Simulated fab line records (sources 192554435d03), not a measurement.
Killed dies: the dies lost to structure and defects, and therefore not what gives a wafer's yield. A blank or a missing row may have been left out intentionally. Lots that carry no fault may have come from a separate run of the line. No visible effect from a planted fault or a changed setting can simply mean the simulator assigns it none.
Chamber matching -- flow n5Finfet -- N5_BEOL_M4_PECVD_72 on pecvd-03: 3 sister chambers
The step deposits SiO2 from TEOS/O2, target thk 16 nm, time 18 s. 3 wafers are shown with their chamber, then 7 later ones without.

## EACH WAFER AND ITS CHAMBER
wafer,chamber,throttleValvePct (%)
L081.4,2,22.5
L087.1,0,22.3
L087.2,1,24.0

## WAFERS MISSING THEIR CHAMBER
wafer,throttleValvePct (%)
L087.3,22.4
L091.1,20.6
L091.3,22.6
L091.5,21.0
L095.1,20.8
L095.2,22.3
L095.4,20.8

## EACH ONE'S CHAMBER
wafer,from the rows above,in truth
L087.3,can't be placed: 0 or 2 or 1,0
L091.1,can't be placed: 0 or 2 or 1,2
L091.3,can't be placed: 2 or 0 or 1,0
L091.5,can't be placed: 0 or 2 or 1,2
L095.1,can't be placed: 0 or 2 or 1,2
L095.2,can't be placed: 0 or 2 or 1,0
L095.4,can't be placed: 0 or 2 or 1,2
Placed correctly: 0 of 7. These rows do not allow placing 7 (true chamber among the candidates in 7). Placed wrongly: 0.
How it was worked out, from the rows above alone: a wafer's distance from a chamber is the root of the sum, over the readings, of the square of ((its reading less the chamber's mean) divided by the reading's scatter). If the next closest chamber is less than 2 further off than the closest, the wafer can't be placed; otherwise it belongs to the closest. A chamber's mean is the mean of its shown wafers. The scatter: root of mean squared gap, hidden wafer to nearest shown wafer, with one shown wafer a chamber.
